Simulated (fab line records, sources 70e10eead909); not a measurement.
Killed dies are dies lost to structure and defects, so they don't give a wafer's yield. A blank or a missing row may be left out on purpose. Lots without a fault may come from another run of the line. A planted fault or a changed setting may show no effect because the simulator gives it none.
A struck lot beside a sound one | flow nand_harc | 18 steps out of a route of 1159
Sound: wafers L486.1, L486.2, L486.4. Struck: wafers L494.1, L494.2, L494.5. The cause comes at the end.
At each step with rows: each side's tool, then ch and its chambers, then its first start. Under that, the readings that differ: sound wafers | struck wafers | difference of the means | sigmas: that difference in standard deviations of wafers without a fault.
alike: readings whose means differ by less than 2 such deviations, and words and numbers that are the same on both sides. not compared: withheld readings, readings that some wafer has no value for, bounds like >300 that may hide the same value, and numbers for which the record gives no deviation and whose values overlap.
The two part at a step that has a row with sigmas, a row that says differs or no value, or rows on one side only. Numbers that don't overlap but have no deviation are shown without sigmas and don't part them. A reading that every wafer of one side lacks parts them only if that side has two wafers or more.

NHARC_A_M1_INSPECT_11:
  sound on defect_inspect-01, day 18 14:15; struck on defect_inspect-01, day 20 18:12
  alike: raw_defect_count
NHARC_A_M1_DESCUM_14: chemistry O2, time 3 s.
  sound on rie_diel-02 ch 0,2,3, day 18 14:19; struck on rie_diel-02 ch 1,2, day 20 18:16
  alike: drypump_motor_current_A, oes_product_au, rf_vpp_V, showerhead_plenum_p_Torr, throttle_valve_pct
  not compared: rf_hours_counter_h
NHARC_A_M1_ETCH_35: etches the open film in N2/H2, target depth 40 nm, overetch 12 nm, time 43.94 s.
  sound on rie_diel-02 ch 0,2,3, day 18 14:25; struck on rie_diel-02 ch 1,2,3, day 20 18:21
  alike: drypump_motor_current_A, oes_product_au, rf_vpp_V, showerhead_plenum_p_Torr, throttle_valve_pct
  not compared: rf_hours_counter_h
then, 1 step without rows for these wafers: NHARC_A_M1_ETCH_15 (etches the open film in C4F8/Ar, target depth 182.5 nm, time 91.2 s).
NHARC_A_M1_CD_MEAS_16:
  sound on cd_sem-03, day 18 14:40; struck on cd_sem-03, day 20 18:34
  alike: cd_nm
then, 1 step without rows for these wafers: NHARC_A_M1_STRIP_18 (strips in N2/H2).
NHARC_A_M1_ETCH_28: etches the open film in CF4/N2, target depth 30 nm, time 72.99 s.
  sound on rie_diel-09 ch 0,1,3; struck on rie_diel-05 ch 0,1,2
  alike: drypump_motor_current_A, oes_product_au, rf_vpp_V, showerhead_plenum_p_Torr, throttle_valve_pct
  not compared: rf_hours_counter_h
then, 2 steps without rows for these wafers: NHARC_A_M1_STRIP_19 (strips in post etch residue remover, time 600 s); NHARC_A_M1_DEGAS_29 (time 60 s).
NHARC_A_M1_PRE_CLEAN_30: time 30 s.
  sound on pvd_sputter-03; struck on pvd_sputter-01
  alike: heater_power_w
NHARC_A_M1_PVD_20: deposits TaN, target thk 5 nm, time 8.06 s.
  sound on pvd_sputter-03; struck on pvd_sputter-01
  alike: throttle_valve_pct
then, 1 step without rows for these wafers: NHARC_A_M1_PVD_21 (deposits Cu, target thk 30 nm, time 20.49 s).
NHARC_A_M1_ECD_22: material Cu, target thk 400 nm.
  sound on ecd_cu-01 ch 0,1, day 18 15:46; struck on ecd_cu-01 ch 0,1, day 20 19:41
  no value came back on the struck wafers for bath_heat_duty_pct (%), bath_temp_c (C); on the sound wafers bath_heat_duty_pct (%) reads 5.6 7.0 5.5
then, 1 step without rows for these wafers: NHARC_A_M1_ANNEAL_31 (time 90 s).
NHARC_A_M1_CMP_23: polishes, t overpolish 20 s, target thk 154.34 nm.
  sound on cmp-04 ch 0,1,3, day 18 16:30; struck on cmp-03 ch 0,2,3, day 20 20:25
  reading                | sound    | struck | difference | sigmas
  time_to_endpoint_s (s) | 34 33 30 | 6 3 2  | -29        | -9
  alike: motor_current_A
NHARC_A_M1_THK_MEAS_24: measures by xrf.
  sound on film_metro-02, day 18 16:47; struck on film_metro-02, day 20 20:43
  reading     | sound             | struck         | difference | sigmas
  thk_nm (nm) | 154.6 154.5 155.1 | 29.2 31.6 28.6 | -124.9     | -73
then, 1 step without rows for these wafers: NHARC_A_M1_SRD_25.
-- the record jumps here: 4 days lie between the struck wafers' starts before and after (it left off in module A_M1 and takes up again in module END, whose first step shown is number 1159 of the route) --
NHARC_END_SORT_01:
  sound on prober-02 ch 0, day 23 19:53; struck on prober-02 ch 0, day 25 03:01
  reading                  | sound          | struck         | difference | sigmas
  defect_limited_yield (%) | 96.2 96.0 97.5 | 0 0 0          | -97        | -57
  killed_at_array          | 23 26 16       | 672 672 676    | +652       | +54
  killed_dies              | 26 27 17       | 677 677 677    | +654       | +54
  sort_bin_2_pct (%)       | 0.9 1.3 0.7    | 94.8 96.2 96.3 | +94.8      | +99 or more
  sort_n_pass              | 651 650 660    | 0 0 0          | -654       | -54
  sort_rim_yield_pct (%)   | 99.1 96.2 98.1 | 0 0 0          | -98        | -54
  sort_yield_pct (%)       | 96.2 96.0 97.5 | 0 0 0          | -97        | -57
  alike: killed_at_other, killed_at_periphery, killed_open, killed_short, sort_bin_3_pct, sort_bin_4_pct

WHERE THEY PART
First at NHARC_A_M1_ECD_22; last, within this record, at NHARC_END_SORT_01.

WHY: what the simulator had put in
Skipped step whole: ecd_cu-01, from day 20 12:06 on, at NHARC_A_M1_ECD_22. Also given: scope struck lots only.
